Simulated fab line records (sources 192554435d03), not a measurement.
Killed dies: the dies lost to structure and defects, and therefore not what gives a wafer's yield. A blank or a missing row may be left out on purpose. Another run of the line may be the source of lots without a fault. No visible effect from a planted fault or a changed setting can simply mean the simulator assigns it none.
fab line records    flow n5Finfet
record lots=10  wafers=30  lastDay=19
route steps=1938 shown BEOL_M6@1211
lots untouched by any fault: they come from a run of this same line in which no faults occurred
startH: hours from the record's opening day to when the first of the lot's shown wafers began    waitH: hours elapsed since this lot's preceding step    " identical to the entry in the row above    L1.1+2: a row that stands for several wafers    - value missing, or start not given    * or withheld: withheld    < > ~ a bound
route shown NAME@n: NAME is a module with steps in the file, n the number in the route of the first one    usual: the fault-free wafers' mean and standard deviation    same: alike in all rows    chamber/n: place in a boat    sites: per-site readings    _std_site: the values' standard deviation    _edge_site: inner sites' mean taken away from outer sites' mean    radiusMm: how far each site lies from the wafer's centre    mask NAME#n: copy n    behind: tool/chamber where the wafer was last shaped    hold: why the lot was held/for how many hours/how that ended    device: the n, p or np transistor that did not switch    end of line: tests of these same wafers at the route's end    a step given without rows: its recipe and nothing more    killed: not the wafer's yield, but the dies lost to structure and defects at the first sort    map: shows each die of a wafer: x if killed, . if not, _ if none is there
set.NAME: the run value of the setting; set.NAME@STEP: its run value at that earlier step    model.NAME: the simulator's own value behind a step, which no gauge read
a sample of lots followed through the steps of the route, with each step as a table and each wafer as a row
services: when a tool's chamber went out of use (startH, in hours from the record's first day, below 0 if earlier), for how many hours, and the reason
## steps
# step N5_BEOL_M6_ETCH_61
# recipe chemistry=CF4  target=SiARC  targetDepthA=455  maskMaterial=CAR-ArF  timeS=75.8  ionEnergyEv=80  pressureMtorr=40  sourceW=545  biasW=36  Ar_flow_sccm=100  cf4FlowSccm=100  ends=cleared
# usual drypumpMotorCurrentA=5.9/0.45  etchRfOnTimeS=75.5/0.97  oesProductAu=0.73/0.059  rfVppV=184.5/1.2  showerheadPlenumPTorr=2.18/0.056  throttleValvePct=15.46/0.17
lot.wafer  tool        chamber  startH  waitH  drypumpMotorCurrentA  etchRfOnTimeS  oesProductAu  rfHoursCounterH  rfVppV  showerheadPlenumPTorr  throttleValvePct
L346.4     rieDiel-03  3        198.80  0.0    5.5                   78.7           0.58          241              185.3   2.20                   15.81
L346.5     "           0        "       "      5.6                   75.4           0.79          -                184.2   2.19                   15.38
L346.6     "           1        "       "      5.8                   75.1           0.84          -                187.8   2.28                   15.31
L349.1     rieDiel-01  0        225.20  0.0    5.5                   74.5           0.81          13               181.6   2.18                   15.27
L349.2     "           3        "       "      6.0                   76.2           0.63          153              183.6   2.14                   15.58
L349.3     "           1        "       "      5.9                   75.5           0.75          29               185.5   2.27                   15.18
L350.2     rieDiel-01  3        228.38  0.0    6.0                   76.7           0.63          156              184.0   2.14                   15.59
L350.4     "           3        "       "      6.0                   76.6           0.63          -                183.5   2.14                   15.59
L350.5     "           0        "       "      5.5                   74.8           0.80          -                184.5   2.18                   15.30
L352.1     rieDiel-02  0        235.90  0.0    5.3                   75.1           0.77          23               185.8   2.19                   15.63
L352.2     "           3        "       "      6.7                   75.8           0.61          229              184.0   2.11                   15.92
L352.6     "           0        "       "      5.3                   75.2           0.76          -                183.8   2.19                   15.65
L351.2     rieDiel-03  2        254.89  0.0    6.6                   74.9           0.71          87               185.2   2.26                   15.56
L351.3     "           1        "       "      5.8                   73.7           0.77          24               187.6   2.27                   15.34
L351.6     "           0        "       "      5.6                   75.8           0.75          -                184.9   2.18                   15.43
L356.3     rieDiel-01  0        272.03  0.0    5.4                   73.1           0.77          35               184.8   2.18                   15.34
L356.5     "           1        "       "      5.9                   74.8           0.72          -                187.8   2.26                   15.21
L356.6     "           0        "       "      5.4                   73.7           0.77          -                184.5   2.18                   15.34
L364.1     rieDiel-02  3        323.04  0.0    6.7                   75.6           0.83          4                181.9   2.10                   15.48
L364.2     "           2        "       "      6.3                   74.4           0.68          121              185.1   2.23                   15.49
L364.5     "           0        "       "      5.3                   75.4           0.73          -                182.8   2.17                   15.70
L365.2     rieDiel-02  1        326.90  0.0    6.3                   76.5           0.75          36               183.6   2.10                   15.39
L365.4     "           0        "       "      5.3                   75.6           0.72          58               183.3   2.17                   15.71
L365.5     "           0        "       "      5.3                   75.1           0.73          -                184.8   2.17                   15.71
L366.2     rieDiel-01  0        345.41  0.0    5.5                   74.0           0.73          63               185.3   2.17                   15.39
L366.4     "           1        "       "      5.9                   75.5           0.69          80               185.5   2.25                   15.27
L366.5     "           2        "       "      5.1                   75.3           0.73          -                183.9   2.18                   15.48
L368.3     rieDiel-02  0        353.53  0.0    5.3                   75.3           0.71          67               185.7   2.17                   15.72
L368.4     "           3        "       "      6.7                   75.0           0.79          15               183.3   2.10                   15.49
L368.6     "           2        "       "      6.2                   74.4           0.68          -                184.8   2.23                   15.51
# step N5_BEOL_M6_HM_OPEN_17
# recipe chemistry=Cl2/BCl3  targetDepthA=200  overetchA=60  target=TiN  maskMaterial=SOC  ionEnergyEv=150  pressureMtorr=10  icpW=1000  biasW=126  Cl2_flow_sccm=53.25  bcl3FlowSccm=21.75  Ar_flow_sccm=25
# usual bcl3FlowSccm=21.76/0.068  drypumpMotorCurrentA=5.7/0.52  oesProductAu=0.66/0.068  throttleValvePct=22.17/0.1
lot.wafer  tool         chamber  startH  waitH  bcl3FlowSccm  drypumpMotorCurrentA  oesProductAu  rfHoursCounterH  throttleValvePct
L346.4     rieMetal-02  1        199.07  0.1    21.94         5.5                   0.77          -                21.98
L346.5     "            0        "       "      21.75         5.5                   0.63          -                22.17
L346.6     "            1        "       "      21.84         5.5                   0.78          -                21.98
L349.1     rieMetal-03  0        225.45  0.0    21.76         5.0                   0.59          78               22.20
L349.2     "            1        "       "      21.66         5.5                   0.67          45               22.05
L349.3     "            1        "       "      21.64         5.5                   0.67          -                22.07
L350.2     rieMetal-02  1        228.63  0.0    21.74         5.5                   0.76          8                21.98
L350.4     "            1        "       "      21.76         5.5                   0.76          -                21.97
L350.5     "            0        "       "      21.71         5.5                   0.64          -                22.17
L352.1     rieMetal-02  1        236.14  0.0    21.62         5.5                   0.77          9                21.95
L352.2     "            0        "       "      21.62         5.5                   0.64          56               22.16
L352.6     "            1        "       "      21.71         5.5                   0.77          -                21.96
L351.2     rieMetal-01  0        255.14  0.0    21.63         5.4                   0.74          18               22.11
L351.3     "            1        "       "      21.79         6.5                   0.59          -                22.29
L351.6     "            1        "       "      21.85         6.5                   0.61          -                22.29
L356.3     rieMetal-01  0        272.30  0.1    21.76         5.4                   0.74          -                22.12
L356.5     "            0        "       "      21.85         5.4                   0.74          -                22.12
L356.6     "            1        "       "      21.80         6.5                   0.60          -                22.28
L364.1     rieMetal-03  1        323.29  0.0    21.68         5.5                   0.64          55               22.10
L364.2     "            0        "       "      21.76         5.0                   0.56          90               22.27
L364.5     "            1        "       "      21.73         5.5                   0.65          -                22.09
L365.2     rieMetal-01  0        327.15  0.0    21.81         5.4                   0.72          24               22.15
L365.4     "            1        "       "      21.70         6.5                   0.59          -                22.32
L365.5     "            1        "       "      21.72         6.5                   0.60          -                22.30
L366.2     rieMetal-01  1        345.65  0.0    21.82         6.5                   0.60          76               22.28
L366.4     "            0        "       "      21.82         5.4                   0.72          -                22.13
L366.5     "            1        "       "      21.85         6.5                   0.59          -                22.29
L368.3     rieMetal-01  1        353.80  0.1    21.74         6.5                   0.59          -                22.29
L368.4     "            0        "       "      21.73         5.4                   0.72          -                22.13
L368.6     "            1        "       "      21.74         6.5                   0.59          -                22.30
# step N5_BEOL_M6_COAT_22
# recipe resist=CAR-EUV  spinRpm=1500  resistThkNm=30
# usual spinSpeedRpm=1499.8/0.96
lot.wafer  tool           chamber  startH  waitH  spinSpeedRpm
L346.4     lithoTrack-02  0        200.14  -      1499.2
L346.5     "              0        "       "      1499.7
L346.6     "              0        "       "      1500.9
L349.1     lithoTrack-04  0        226.34  -      1499.1
L349.2     "              0        "       "      1500.0
L349.3     "              0        "       "      1500.3
L350.2     lithoTrack-04  0        230.55  -      1498.1
L350.4     "              0        "       "      1498.9
L350.5     "              0        "       "      1497.3
L352.1     lithoTrack-02  0        236.40  -      1500.4
L352.2     "              0        "       "      1500.2
L352.6     "              0        "       "      1499.9
L351.2     lithoTrack-02  0        256.91  -      1523.9
L351.3     "              0        "       "      1526.9
L351.6     "              0        "       "      1525.5
L356.3     lithoTrack-02  0        274.25  -      1527.7
L356.5     "              0        "       "      1527.0
L356.6     "              0        "       "      1527.4
L364.1     lithoTrack-04  0        325.14  -      1500.1
L364.2     "              0        "       "      1500.7
L364.5     "              0        "       "      1500.3
L365.2     lithoTrack-02  0        329.31  -      1499.2
L365.4     "              0        "       "      1500.1
L365.5     "              0        "       "      1500.0
L366.2     lithoTrack-02  0        347.39  -      1498.7
L366.4     "              0        "       "      1500.7
L366.5     "              0        "       "      1499.6
L368.3     lithoTrack-03  0        354.02  -      1499.2
L368.4     "              0        "       "      1498.4
L368.6     "              0        "       "      1499.0
# step N5_BEOL_M6_ETCH_65
# recipe chemistry=CF4  target=SiARC  targetDepthA=156  maskMaterial=CAR-EUV  timeS=26  ionEnergyEv=80  pressureMtorr=40  sourceW=545  biasW=36  Ar_flow_sccm=100  cf4FlowSccm=100  ends=cleared
# usual drypumpMotorCurrentA=5.8/0.46  etchRfOnTimeS=25.8/0.35  oesProductAu=0.73/0.057  rfVppV=184.6/1  showerheadPlenumPTorr=2.19/0.054  throttleValvePct=15.47/0.18
lot.wafer  tool        chamber  startH  waitH  drypumpMotorCurrentA  etchRfOnTimeS  oesProductAu  rfHoursCounterH  rfVppV  showerheadPlenumPTorr  throttleValvePct
L346.4     rieDiel-02  0        201.18  0.0    5.3                   25.5           0.79          17               184.5   2.19                   15.63
L346.5     "           3        "       "      6.7                   25.9           0.60          -                183.7   2.12                   15.92
L346.6     "           0        "       "      5.3                   25.5           0.78          -                185.2   2.19                   15.66
L349.1     rieDiel-03  2        227.41  0.0    6.7                   26.1           0.72          73               184.4   2.26                   15.55
L349.2     "           1        "       "      5.8                   25.8           0.80          11               185.2   2.27                   15.31
L349.3     "           0        "       "      5.6                   26.4           0.77          29               184.4   2.19                   15.42
L350.2     rieDiel-03  0        230.99  0.0    5.7                   26.0           0.77          31               183.8   2.19                   15.42
L350.4     "           0        "       "      5.7                   26.1           0.77          -                183.4   2.19                   15.40
L350.5     "           2        "       "      6.6                   25.9           0.70          -                184.8   2.26                   15.55
L352.1     rieDiel-01  0        237.35  0.0    5.5                   25.4           0.80          20               184.8   2.18                   15.29
L352.2     "           3        "       "      6.0                   26.2           0.63          161              185.0   2.14                   15.62
L352.6     "           0        "       "      5.5                   25.1           0.80          -                184.3   2.18                   15.28
L351.2     rieDiel-02  2        257.35  0.0    6.3                   25.7           0.71          94               184.6   2.24                   15.44
L351.3     "           3        "       "      6.7                   26.2           0.59          241              182.7   2.11                   15.92
L351.6     "           3        "       "      6.7                   26.0           0.60          -                182.9   2.11                   15.93
L356.3     rieDiel-01  1        274.88  0.0    5.9                   26.0           0.72          53               185.4   2.26                   15.18
L356.5     "           0        "       "      5.4                   25.6           0.77          -                184.6   2.18                   15.33
L356.6     "           1        "       "      5.9                   25.8           0.72          -                184.5   2.26                   15.21
L364.1     rieDiel-03  1        325.97  0.0    5.8                   25.7           0.73          50               185.3   2.26                   15.40
L364.2     "           3        "       "      5.5                   25.8           0.76          31               184.8   2.18                   15.40
L364.5     "           0        "       "      5.6                   26.3           0.71          -                184.9   2.17                   15.46
L365.2     rieDiel-01  2        329.75  0.0    5.1                   25.9           0.74          39               184.4   2.18                   15.48
L365.4     "           0        "       "      5.5                   25.8           0.73          59               184.0   2.17                   15.36
L365.5     "           2        "       "      5.2                   26.2           0.73          -                184.3   2.18                   15.48
L366.2     rieDiel-02  3        347.96  0.0    6.7                   25.6           0.80          13               183.6   2.10                   15.47
L366.4     "           1        "       "      6.3                   26.0           0.75          43               183.5   2.09                   15.41
L366.5     "           0        "       "      5.3                   25.7           0.73          -                183.2   2.17                   15.73
L368.3     rieDiel-03  3        354.63  0.0    5.5                   25.7           0.75          -                182.5   2.18                   15.43
L368.4     "           1        "       "      5.8                   25.7           0.71          -                184.7   2.26                   15.42
L368.6     "           1        "       "      5.8                   25.5           0.72          -                186.1   2.26                   15.44
## services
tool         chamber  startH  hours  kind
rieDiel-03   1        178.57  -      clean
rieDiel-03   1        178.57  -      consumableReplace:focusRing
rieDiel-01   -        179.51  2.4    repair
rieDiel-01   2        218.48  -      clean
rieDiel-01   2        218.48  -      consumableReplace:focusRing
rieDiel-01   2        218.48  13.2   scheduledDown
rieDiel-01   2        218.48  13.2   ventCycle
rieDiel-02   -        218.99  14.6   pm
rieDiel-02   -        234.48  0.7    repair
rieDiel-02   0        239.33  8.8    repair
rieDiel-02   1        249.04  33.4   repair
rieMetal-02  -        251.38  1.4    pm
rieMetal-03  1        252.41  7.4    repair
rieDiel-01   3        272.40  9.7    repair
rieMetal-01  1        274.34  2.2    repair
rieDiel-02   -        277.48  10.0   pm
rieDiel-02   3        287.48  -      clean
rieDiel-02   3        287.48  -      consumableReplace:focusRing
rieDiel-02   3        287.48  26.6   scheduledDown
rieDiel-02   3        287.48  26.6   ventCycle
rieDiel-02   2        303.68  2.6    repair
rieDiel-03   2        311.50  17.1   repair
rieDiel-03   0        351.69  40.6   repair
rieDiel-03   2        353.13  5.5    repair
## key
firstSign step=N5_BEOL_M6_COAT_22  reading=spinSpeedRpm  direction=up  sigmas=28  usual=*  struck=*
effect none on later readings
metAt N5_BEOL_M6_COAT_22
struckLots L351,L356
notActingAt N5_BEOL_M6_ETCH_61,N5_BEOL_M6_HM_OPEN_17,N5_BEOL_M6_ETCH_65
onsetBetween 236.40 256.91
fault kind=processParameterDrift  tool=lithoTrack-02  chamber=-  onsetH=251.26  steps=N5_BEOL_M6_COAT_22  channel=spinRpm  offset=*  shape=step  endH=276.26  actsIn=*  stated=*
